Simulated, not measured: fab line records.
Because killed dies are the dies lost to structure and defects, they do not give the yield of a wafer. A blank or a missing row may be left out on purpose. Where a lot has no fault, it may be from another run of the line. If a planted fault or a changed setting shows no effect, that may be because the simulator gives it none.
fab line records + flow n5Finfet
[record]
- lots = 4
- wafers = 12
- lastDay = 21
route steps=1938 shown BEOL_M6@1206
lots that met no fault: taken from a fault-free run of the same line
startH: the number of hours between the record's first day and the start of the first shown wafer of the lot + waitH: time in hours since the lot's previous step + " identical to the entry in the row above + L1.1+2: several wafers, shown together as one row + - no value, or no start given + * or withheld: withheld + < > ~ a bound
route shown NAME@n: NAME is a module with steps in the file, n the number in the route of the first one + usual: the fault-free wafers' mean and standard deviation + same: alike in all rows + chamber/n: place in a boat + sites: the reading at each site + _std_site: the values' standard deviation + _edge_site: mean of outer sites minus mean of inner sites + radiusMm: how far each site lies from the wafer's centre + mask NAME#n: copy n + behind: the last tool/chamber to shape the wafer + hold: why the lot went on hold/how many hours it stayed there/how the hold came to an end + device: transistor that didn't switch, given as n, p or np + end of line: tests run on the same wafers once the route is complete + a step without rows: its recipe alone + killed: dies lost to structure and defects at the first sort, not the wafer's yield + map: the dies of a wafer, with x for killed, . for not killed, _ for no die there
set.NAME: the setting that was run; set.NAME@STEP: the one run at that earlier step + model.NAME: the simulator's own value behind a step, which no gauge read
a table for each step, a row for each wafer; lots at some steps of the route
services: from which hour (startH, from the record's first day; less than 0 if before it) a tool's chamber was out of use, for how many hours, and why
[[steps]]
[step N5_BEOL_M6_DEVELOP_10]
[recipe]
- developTimeS = 30
- developer = TMAH
- resist = CAR-ArF
- rinseLiquid = diw
- dry = airSpin
- devTempC = 23
[step N5_BEOL_M6_DESCUM_16]
[recipe]
- chemistry = O2
- timeS = 7.9
- sourcePowerW = 50
- biasPowerW = 20
- pressureMtorr = 20
- rfFrequencyHz = 2.712e+07
- tempC = 40
- resist = CAR-ArF
- o2FlowSccm = 225
[step N5_BEOL_M6_ETCH_61]
[recipe]
- chemistry = CF4
- target = SiARC
- targetDepthA = 455
- maskMaterial = CAR-ArF
- timeS = 75.8
- ionEnergyEv = 80
- pressureMtorr = 40
- sourceW = 545
- biasW = 36
- Ar_flow_sccm = 100
- cf4FlowSccm = 100
- ends = cleared
[step N5_BEOL_M6_ETCH_62]
[recipe]
- chemistry = N2/H2
- target = SOC
- targetDepthA = 1100
- overetchA = 220
- maskMaterial = SiARC
- tempC = 40
- timeS = 165
- ionEnergyEv = 200
- pressureMtorr = 30
- sourceW = 840
- biasW = 150
- n2FlowSccm = 200
- h2FlowSccm = 200
[step N5_BEOL_M6_STRIP_68]
[recipe]
- chemistry = N2/H2
- tempC = 40
- n2FlowSccm = 200
- h2FlowSccm = 200
- rfFrequencyHz = 6e+07
[step N5_BEOL_M6_STRIP_67]
[recipe]
- chemistry = CF4
- resist = SiARC
- powerW = 300
- biasPowerW = 75
- pressureMtorr = 50
- cf4FlowSccm = 150
- rfFrequencyHz = 6e+07
[step N5_BEOL_M6_HM_OPEN_17]
[recipe]
- chemistry = Cl2/BCl3
- targetDepthA = 200
- overetchA = 60
- target = TiN
- maskMaterial = SOC
- ionEnergyEv = 150
- pressureMtorr = 10
- icpW = 1000
- biasW = 126
- Cl2_flow_sccm = 53.25
- bcl3FlowSccm = 21.75
- Ar_flow_sccm = 25
[step N5_BEOL_M6_STRIP_19]
[recipe]
- chemistry = O2
- powerW = 400
- tempC = 40
- pressureMtorr = 30
- rfFrequencyHz = 6e+07
- biasPowerW = 0
- overashFraction = 0.2
- o2FlowSccm = 225
[step N5_BEOL_M6_COAT_63]
[recipe]
- resist = SOC
- tempC = 250
- timeS = 60
- spinRpm = 1500
- resistThkNm = 60
[usual]
- chillPlateTempC = 23.01/0.094
- dispensePressureKPa = 48/4.2
- spinSpeedRpm = 1500.1/0.99
| lot.wafer | tool          | chamber | startH | waitH | chillPlateTempC | dispensePressureKPa | spinSpeedRpm | model.SOC_of_BEOL_M6_COAT_63.thkNm |
|-----------|---------------|---------|--------|-------|-----------------|---------------------|--------------|------------------------------------|
| L583.2    | lithoTrack-03 | 0       | 297.62 | 0.0   | 22.84           | 43                  | 1499.4       | 60                                 |
| L583.3    | "             | 0       | "      | "     | 22.78           | 43                  | 1499.3       | 60                                 |
| L583.5    | "             | 0       | "      | "     | 22.85           | 43                  | 1500.9       | 60.2                               |
| L590.1    | lithoTrack-03 | 0       | 331.73 | 0.1   | 22.94           | 43                  | 1370.3       | 62.8                               |
| L590.4    | "             | 0       | "      | "     | 23.03           | 43                  | 1371.5       | 62.8                               |
| L590.5    | "             | 0       | "      | "     | 23.08           | 43                  | 1370.9       | 63                                 |
| L591.1    | lithoTrack-03 | 0       | 343.36 | 0.0   | 22.91           | 43                  | 1371.6       | 62.8                               |
| L591.2    | "             | 0       | "      | "     | 23.03           | 43                  | 1369.2       | 62.4                               |
| L591.4    | "             | 0       | "      | "     | 23.03           | 43                  | 1369.2       | 62.8                               |
| L600.2    | lithoTrack-05 | 0       | 405.68 | 2.9   | 22.88           | 53                  | 1499.8       | 59.8                               |
| L600.4    | "             | 0       | "      | "     | 23.05           | 53                  | 1499.9       | 60                                 |
| L600.5    | "             | 0       | "      | "     | 23.01           | 53                  | 1500.4       | 60.2                               |
[step N5_BEOL_M6_COAT_64]
[recipe]
- resist = SiARC
- tempC = 220
- timeS = 60
- spinRpm = 1500
- resistThkNm = 12
[step N5_BEOL_M6_COAT_71]
[recipe]
- resist = underlayer
- tempC = 205
- timeS = 60
- spinRpm = 1500
- resistThkNm = 5
[step N5_BEOL_M6_COAT_22]
[recipe]
- resist = CAR-EUV
- spinRpm = 1500
- resistThkNm = 30
[step N5_BEOL_M6_EBR_24]
[recipe]
- solvent = PGMEA
- ebrWidthMm = 1.5
[step N5_BEOL_M6_SOFTBAKE_23]
[recipe]
- tempC = 110
- timeS = 60
- resist = CAR-EUV
[step N5_BEOL_M6_EXPOSE_25]
[recipe]
- maskId = V5
- na = 0.33
- sourceShape = annular
- sigmaInner = 0.4
- sigmaOuter = 0.8
- polarization = unpolarized
- targetCdNm = 40
- doseMj = 45
[step N5_BEOL_M6_PEB_26]
[recipe]
- pebTempC = 100
- pebTimeS = 60
- resist = CAR-EUV
[step N5_BEOL_M6_DEVELOP_27]
[recipe]
- developTimeS = 30
- developer = TMAH
- resist = CAR-EUV
- rinseLiquid = surfactantRinse
- dry = airSpin
- devTempC = 23
[step N5_BEOL_M6_DESCUM_33]
[recipe]
- chemistry = O2
- timeS = 7
- sourcePowerW = 50
- biasPowerW = 20
- pressureMtorr = 20
- rfFrequencyHz = 2.712e+07
- tempC = 40
- resist = CAR-EUV
- o2FlowSccm = 225
[step N5_BEOL_M6_ETCH_72]
[recipe]
- chemistry = N2/H2
- target = underlayer
- targetDepthA = 65
- maskMaterial = CAR-EUV
- timeS = 5.2
- ionEnergyEv = 200
- pressureMtorr = 30
- sourceW = 840
- biasW = 150
- n2FlowSccm = 200
- h2FlowSccm = 200
- ends = cleared
[step N5_BEOL_M6_ETCH_65]
[recipe]
- chemistry = CF4
- target = SiARC
- targetDepthA = 156
- maskMaterial = CAR-EUV
- timeS = 26
- ionEnergyEv = 80
- pressureMtorr = 40
- sourceW = 545
- biasW = 36
- Ar_flow_sccm = 100
- cf4FlowSccm = 100
- ends = cleared
[step N5_BEOL_M6_ETCH_66]
[recipe]
- chemistry = N2/H2
- target = SOC
- targetDepthA = 800
- overetchA = 160
- maskMaterial = SiARC
- tempC = 40
- timeS = 120
- ionEnergyEv = 200
- pressureMtorr = 30
- sourceW = 840
- biasW = 150
- n2FlowSccm = 200
- h2FlowSccm = 200
[usual]
- biasW = 150.0/0.51
- drypumpMotorCurrentA = 6.0/0.4
- oesProductAu = 0.60/0.046
- rfVppV = 525.3/2.4
- showerheadPlenumPTorr = 2.59/0.079
- throttleValvePct = 17.79/0.25
| lot.wafer | tool       | chamber | startH | waitH | biasW | drypumpMotorCurrentA | oesProductAu | rfHoursCounterH | rfVppV | showerheadPlenumPTorr | throttleValvePct | model.etch.depthNm |
|-----------|------------|---------|--------|-------|-------|----------------------|--------------|-----------------|--------|-----------------------|------------------|--------------------|
| L583.2    | rieDiel-05 | 2       | 298.77 | 0.0   | 150.0 | 5.8                  | 0.63         | 92              | 523.6  | 2.57                  | 17.77            | 60.06              |
| L583.3    | "          | 1       | "      | "     | 149.6 | 6.2                  | 0.65         | 62              | 527.8  | 2.70                  | 18.10            | 60.02              |
| L583.5    | "          | 3       | "      | "     | 149.9 | 6.7                  | 0.63         | -               | 528.0  | 2.67                  | 17.48            | 60.11              |
| L590.1    | rieDiel-05 | 1       | 332.33 | 0.0   | 150.0 | 6.2                  | 0.64         | 77              | 526.3  | 2.70                  | 18.14            | 62.84              |
| L590.4    | "          | 3       | "      | "     | 150.4 | 6.8                  | 0.63         | 83              | 528.1  | 2.66                  | 17.52            | 62.87              |
| L590.5    | "          | 3       | "      | "     | 150.8 | 6.7                  | 0.63         | -               | 528.8  | 2.66                  | 17.51            | 62.92              |
| L591.1    | rieDiel-01 | 0       | 344.01 | 0.0   | 150.1 | 6.2                  | 0.60         | 143             | 525.3  | 2.69                  | 18.10            | 62.79              |
| L591.2    | "          | 3       | "      | "     | 150.8 | 6.4                  | 0.54         | 236             | 523.3  | 2.50                  | 17.70            | 62.49              |
| L591.4    | "          | 2       | "      | "     | 149.6 | 5.6                  | 0.54         | 246             | 522.5  | 2.51                  | 17.81            | 62.7               |
| L600.2    | rieDiel-05 | 2       | 406.30 | 0.0   | 149.7 | 5.8                  | 0.59         | 134             | 524.6  | 2.56                  | 17.82            | 59.81              |
| L600.4    | "          | 0       | "      | "     | 149.8 | 5.7                  | 0.57         | 142             | 528.2  | 2.63                  | 17.42            | 59.92              |
| L600.5    | "          | 1       | "      | "     | 149.4 | 6.2                  | 0.61         | -               | 527.7  | 2.68                  | 18.19            | 60.14              |
[step N5_BEOL_M6_STRIP_69]
[recipe]
- chemistry = N2/H2
- tempC = 40
- n2FlowSccm = 200
- h2FlowSccm = 200
- rfFrequencyHz = 6e+07
[step N5_BEOL_M6_STRIP_73]
[recipe]
- chemistry = N2/H2
- tempC = 40
- n2FlowSccm = 200
- h2FlowSccm = 200
- rfFrequencyHz = 6e+07
[step N5_BEOL_M6_VIA_ETCH_34]
[recipe]
- chemistry = C4F6/O2
- target = SiCOH_lowk
- targetDepthA = 1263
- maskMaterial = SOC
- taperDeg = 4
- timeS = 50.9
- ionEnergyEv = 250
- pressureMtorr = 30
- sourceW = 345
- biasW = 185
- Ar_flow_sccm = 300
- C4F6_flow_sccm = 10
- O2_flow_sccm = 10
[usual]
- biasW = 185.0/0.57
- drypumpMotorCurrentA = 6.0/0.4
- oesProductAu = 0.79/0.066
- rfVppV = 670/20
- showerheadPlenumPTorr = 2.90/0.097
- throttleValvePct = 20.82/0.17
| lot.wafer | tool       | chamber | startH | waitH | biasW | drypumpMotorCurrentA | oesProductAu | rfHoursCounterH | rfVppV | showerheadPlenumPTorr | throttleValvePct | model.SOC_of_BEOL_M6_COAT_63.thkNm |
|-----------|------------|---------|--------|-------|-------|----------------------|--------------|-----------------|--------|-----------------------|------------------|------------------------------------|
| L583.2    | rieDiel-05 | 2       | 298.87 | 0.0   | 185.9 | 5.8                  | 0.80         | 92              | 669    | 2.85                  | 20.68            | 54.4                               |
| L583.3    | "          | 1       | "      | "     | 184.7 | 6.2                  | 0.87         | 62              | 706    | 2.99                  | 21.01            | 53.8                               |
| L583.5    | "          | 3       | "      | "     | 184.8 | 6.7                  | 0.82         | -               | 665    | 3.02                  | 20.86            | 54                                 |
| L590.1    | rieDiel-05 | 1       | 332.43 | 0.0   | 183.4 | 6.1                  | 0.84         | 77              | 707    | 2.99                  | 21.03            | 56.6                               |
| L590.4    | "          | 3       | "      | "     | 185.0 | 6.7                  | 0.81         | 83              | 666    | 3.01                  | 20.86            | 56.8                               |
| L590.5    | "          | 3       | "      | "     | 184.7 | 6.7                  | 0.81         | -               | 665    | 3.01                  | 20.88            | 56.8                               |
| L591.1    | rieDiel-01 | 0       | 344.11 | 0.0   | 184.9 | 6.2                  | 0.76         | 143             | 656    | 3.00                  | 21.06            | 56.8                               |
| L591.2    | "          | 3       | "      | "     | 185.5 | 6.4                  | 0.69         | 236             | 677    | 2.79                  | 20.62            | 56.4                               |
| L591.4    | "          | 2       | "      | "     | 184.9 | 5.5                  | 0.69         | 246             | 679    | 2.81                  | 20.84            | 56.8                               |
| L600.2    | rieDiel-05 | 2       | 406.41 | 0.0   | 185.4 | 5.7                  | 0.76         | 134             | 668    | 2.83                  | 20.74            | 54.2                               |
| L600.4    | "          | 0       | "      | "     | 185.7 | 5.7                  | 0.73         | 142             | 646    | 2.97                  | 20.72            | 54                                 |
| L600.5    | "          | 1       | "      | "     | 184.7 | 6.2                  | 0.80         | -               | 704    | 2.97                  | 21.07            | 54                                 |
[step N5_BEOL_M6_STRIP_76]
[recipe]
- chemistry = C4F6/O2
- resist = SiARC
- rfFrequencyHz = 6e+07
[[services]]
| tool       | chamber | startH | hours | kind                        |
|------------|---------|--------|-------|-----------------------------|
| rieDiel-01 | 1       | 310.36 | 2.1   | repair                      |
| rieDiel-01 | 2       | 354.43 | -     | clean                       |
| rieDiel-01 | 2       | 354.43 | -     | consumableReplace:focusRing |
| rieDiel-01 | 2       | 354.43 | 23.2  | scheduledDown               |
| rieDiel-01 | 2       | 354.43 | 23.2  | ventCycle                   |
| rieDiel-05 | 0       | 359.21 | 8.0   | repair                      |
| rieDiel-01 | 3       | 377.91 | -     | clean                       |
| rieDiel-01 | 3       | 377.91 | -     | consumableReplace:focusRing |
| rieDiel-01 | 3       | 377.91 | 30.8  | scheduledDown               |
| rieDiel-01 | 3       | 377.91 | 30.8  | ventCycle                   |
[[key]]
[firstSign]
- step = N5_BEOL_M6_COAT_63
- reading = spinSpeedRpm
- direction = down
- sigmas = 99+
- usual = *
- struck = *
effect none on later readings
[modelEffect]
- step = N5_BEOL_M6_COAT_63
- value = SOC_of_BEOL_M6_COAT_63.thkNm
- without = 60
- struck = 62.77
[modelEffect]
- step = N5_BEOL_M6_ETCH_66
- value = etch.depthNm
- without = 59.98
- struck = 62.77
[modelEffect]
- step = N5_BEOL_M6_VIA_ETCH_34
- value = SOC_of_BEOL_M6_COAT_63.thkNm
- without = 53.93
- struck = 56.7
metAt N5_BEOL_M6_COAT_63
struckWafers L590.1,L590.4,L590.5,L591.1,L591.2,L591.4
[baselineLoss]
- step = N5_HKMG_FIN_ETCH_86
- wafers = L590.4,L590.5
onsetBetween 297.62 331.73
[fault]
- kind = processParameterDrift
- tool = lithoTrack-03
- chamber = -
- onsetH = 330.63
- steps = N5_BEOL_M6_COAT_63
- channel = spinRpm
- offset = *
- shape = step
- endH = 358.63
- actsIn = *
- stated = *
// baselineLoss: these wafers lose ten dies or more at that step, a loss of the line's own and not of a fault; the sort's usual values leave them out
